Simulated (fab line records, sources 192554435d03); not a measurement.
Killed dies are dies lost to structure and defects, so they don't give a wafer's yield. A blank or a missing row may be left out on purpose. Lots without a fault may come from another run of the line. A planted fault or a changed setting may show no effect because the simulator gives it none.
Split-lot experiment | flow n5_finfet | 7 lots, 21 wafers read, on a route of 1938 steps

THE SPLIT
At N5_BEOL_M2_DESCUM_16 (chemistry O2, time 7 s), the setting time_s was moved away from the recipe's 7 s on 6 of the 21 wafers read, by -18.3% to +14.0%. The other wafers ran this setting at the recipe's value.

The reading is taken at the split's own step.

THE READING
CAR-EUV_of_BEOL_M2_COAT_05.thk_nm (the simulator's own value, which no gauge read), in nm, at N5_BEOL_M2_DESCUM_16 (chemistry O2, time 7 s). The file gives no usual value for it. The 15 wafers here that ran the recipe average 26.1 nm, standard deviation 0.14 nm.

wafer  | tool, chamber at the split | time_s as run, s | against the recipe | CAR-EUV_of_BEOL_M2_COAT_05.thk_nm, nm | against lot-mates on the recipe
L081.1 | rie_diel-01, 1             | 7                | recipe             | 25.8                                  | -
L081.3 | rie_diel-01, 0             | 6.591            | -5.8%              | 26.2                                  | +0.3
L081.6 | rie_diel-01, 3             | 7                | recipe             | 26                                    | -
L086.2 | rie_diel-01, 3,0           | 7                | recipe             | 26.2                                  | -
L086.6 | rie_diel-01, 3,0           | 7                | recipe             | 26.2                                  | -
L086.5 | rie_diel-01, 1             | 7                | recipe             | 26                                    | -
L087.3 | rie_diel-05, 2,1,3         | 7                | recipe             | 26                                    | -
L087.4 | rie_diel-05, 2,1,3         | 7                | recipe             | 26                                    | -
L087.5 | rie_diel-05, 2,1,3         | 7                | recipe             | 26                                    | -
L093.1 | rie_diel-03, 2             | 6.268            | -10.5%             | 26.4                                  | +0.2
L093.3 | rie_diel-03, 0,1           | 7                | recipe             | 26.2                                  | -
L093.4 | rie_diel-03, 0,1           | 7                | recipe             | 26.2                                  | -
L094.2 | rie_diel-05, 3,1           | 7.982            | +14.0%             | 25.6                                  | -0.6
L094.4 | rie_diel-05, 3,1           | 7.982            | +14.0%             | 25.6                                  | -0.6
L094.3 | rie_diel-05, 1             | 7                | recipe             | 26.2                                  | -
L095.1 | rie_diel-05, 1             | 7                | recipe             | 26.4                                  | -
L095.3 | rie_diel-05, 3             | 7                | recipe             | 26.2                                  | -
L095.4 | rie_diel-05, 3             | 7                | recipe             | 26.2                                  | -
L097.1 | rie_diel-03, 2             | 7                | recipe             | 26                                    | -
L097.2 | rie_diel-03, 1             | 5.719            | -18.3%             | 26.6                                  | +0.6
L097.4 | rie_diel-03, 3             | 5.719            | -18.3%             | 26.8                                  | +0.8
Where a row lists several chambers, the file gives one row for several wafers and doesn't say which wafer went through which chamber.

THE FIT
A straight line over all 21 wafers: CAR-EUV_of_BEOL_M2_COAT_05.thk_nm changes by -0.033 nm for each +1% of time_s; r = -0.89; the points scatter about the line by 0.13 nm.
The same after taking each lot's own level away (the mean of its wafers on the recipe; 21 wafers): -0.0386 nm for each +1%; r = -0.96; scatter 0.087 nm.
On that fit, the largest move of time_s shifts the reading by 0.71 nm.
The lots' own levels span 25.90 to 26.27 nm, that is 2.6 times the standard deviation above.
So the lot-to-lot level changes the slope: the two fits differ.
Check: with one of the wafers moved furthest among these (-18.3%) left out of the fit, the line predicts +0.734 nm for it against its lot-mates. It came out at +0.6 nm against them.

THE FILE'S OWN FIT
CAR-EUV_of_BEOL_M2_COAT_05.thk_nm changes by -0.0371 nm for each +1% of time_s, r = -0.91.
